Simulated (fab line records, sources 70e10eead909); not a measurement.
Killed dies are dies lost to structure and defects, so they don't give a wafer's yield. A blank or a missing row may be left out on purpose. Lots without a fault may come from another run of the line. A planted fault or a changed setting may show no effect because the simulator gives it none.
Chamber matching | flow nand_harc | NHARC_A_CONTACT_ETCH_110 on rie_diel-11: 4 sister chambers
The step etches the open film in CF4/O2, target depth 50 nm, overetch 5 nm, time 27.5 s. 8 wafers are shown with their chamber, then 12 later ones without.

WAFERS WITH THEIR CHAMBER
wafer  | chamber | rf_vpp_V (V) | oes_product_au (a.u.)
L076.3 | 0       | 199.9        | 0.977
L086.3 | 3       | 197.4        | 1.017
L087.4 | 1       | 198.0        | 0.993
L087.5 | 1       | 198.1        | 0.996
L087.6 | 2       | 197.0        | 0.973
L089.1 | 0       | 200.5        | 0.987
L089.3 | 3       | 197.1        | 1.015
L089.4 | 2       | 197.1        | 0.979

WAFERS WITHOUT THEIR CHAMBER
wafer  | rf_vpp_V (V) | oes_product_au (a.u.)
L090.3 | 196.4        | 0.998
L090.5 | 196.7        | 1.019
L090.6 | 198.1        | 0.982
L092.3 | 197.7        | 1.023
L092.4 | 198.1        | 0.997
L092.6 | 196.0        | 0.994
L093.1 | 198.4        | 0.980
L093.3 | 198.5        | 0.982
L093.4 | 195.7        | 1.017
L094.4 | 196.8        | 1.013
L094.5 | 197.0        | 0.978
L094.6 | 196.7        | 0.997

WHICH CHAMBER EACH WENT THROUGH
wafer  | from the rows above          | in truth
L090.3 | can't be placed: 3 or 2 or 1 | 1
L090.5 | 3                            | 3
L090.6 | can't be placed: 1 or 2      | 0
L092.3 | 3                            | 3
L092.4 | 1                            | 1
L092.6 | can't be placed: 2 or 3      | 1
L093.1 | can't be placed: 1 or 2      | 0
L093.3 | 1                            | 1
L093.4 | 3                            | 3
L094.4 | 3                            | 3
L094.5 | 2                            | 2
L094.6 | can't be placed: 3 or 2 or 1 | 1
Placed correctly: 7 of 12. Can't be placed from these rows: 5 (the true chamber is among the candidates in 2). Placed wrongly: 0.
How it was worked out, from the rows above alone: a wafer's distance from a chamber is the root of the sum, over the readings, of the square of ((its reading less the chamber's mean) divided by the reading's scatter). The wafer belongs to the nearest chamber; if the next one is less than 2 further off, it can't be placed. A chamber's mean is the mean of its shown wafers. The scatter: the root of (the sum of the squares of (reading less its chamber's mean) over the shown wafers, divided by (wafers less chambers)).
